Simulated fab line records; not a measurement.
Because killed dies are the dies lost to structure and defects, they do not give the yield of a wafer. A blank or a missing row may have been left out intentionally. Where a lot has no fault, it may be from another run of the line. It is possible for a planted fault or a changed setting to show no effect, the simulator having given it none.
Chamber matching    flow n5_finfet    rie_diel-05 running N5_BEOL_M2_VIA_ETCH_34: 4 sister chambers
The step etches the open film in C4F6/O2, target depth 69.4 nm, time 65.9 s. 22 wafers are shown with their chamber, then 11 later ones without.

== WAFERS PAIRED WITH THEIR CHAMBERS ==
wafer   chamber  rf_vpp_V (V)  showerhead_plenum_p_Torr (Torr)  drypump_motor_current_A (A)
L075.2  1        655           2.80                             5.8
L075.4  2        660           2.76                             5.2
L075.5  2        660           2.76                             5.2
L082.1  2        659           2.75                             5.2
L082.3  3        690           2.91                             5.6
L082.6  3        689           2.91                             5.6
L081.1  0        682           2.91                             5.4
L081.3  3        687           2.90                             5.6
L081.6  2        661           2.75                             5.2
L083.3  3        688           2.90                             5.7
L083.4  1        653           2.79                             5.8
L083.6  0        681           2.91                             5.5
L085.1  3        688           2.90                             5.7
L085.4  0        683           2.91                             5.5
L085.6  3        688           2.90                             5.6
L087.1  2        661           2.75                             5.2
L087.3  3        689           2.90                             5.6
L087.5  0        682           2.91                             5.5
L088.1  3        689           2.90                             5.6
L088.2  0        682           2.91                             5.5
L088.4  1        653           2.78                             5.8
L089.1  2        660           2.74                             5.2

SIGNATURES, as means of the wafers listed above
reading                   chamber 0  chamber 1  chamber 2  chamber 3  scatter within a chamber
rf_vpp_V                  682.00     653.67     660.17     688.50     0.866
showerhead_plenum_p_Torr  2.9100     2.7900     2.7517     2.9025     0.00593
drypump_motor_current_A   5.480      5.800      5.200      5.625      0.0357
Rule: a wafer lies at a distance from a chamber equal to the root of the sum of squares, over the readings, of (its reading less the chamber's mean, divided by the reading's scatter). If the next closest chamber is less than 2 further off than the closest, the wafer can't be placed; otherwise it belongs to the closest. How the scatter is found: for the shown wafers, subtract from each reading the mean of its chamber, square and add these, divide the total by (wafers less chambers), then take the root.

== WAFERS WHOSE CHAMBER IS MISSING ==
wafer   rf_vpp_V (V)  showerhead_plenum_p_Torr (Torr)  drypump_motor_current_A (A)
L089.3  682           2.91                             5.5
L089.6  687           2.90                             5.7
L091.4  689           2.90                             5.6
L091.5  681           2.91                             5.5
L091.6  653           2.78                             5.8
L093.1  688           2.89                             5.7
L093.4  689           2.89                             5.6
L093.5  652           2.78                             5.8
L097.1  682           2.90                             5.5
L097.2  689           2.89                             5.6
L097.6  688           2.89                             5.7

== WHICH CHAMBER EACH ONE RAN IN ==
wafer   from the rows above  in truth
L089.3  0                    0
L089.6  3                    3
L091.4  3                    3
L091.5  0                    0
L091.6  1                    1
L093.1  3                    3
L093.4  3                    3
L093.5  1                    1
L097.1  0                    0
L097.2  3                    3
L097.6  3                    3
Placed correctly: 11 of 11. Can't be placed from these rows: 0. Wrongly placed: 0.
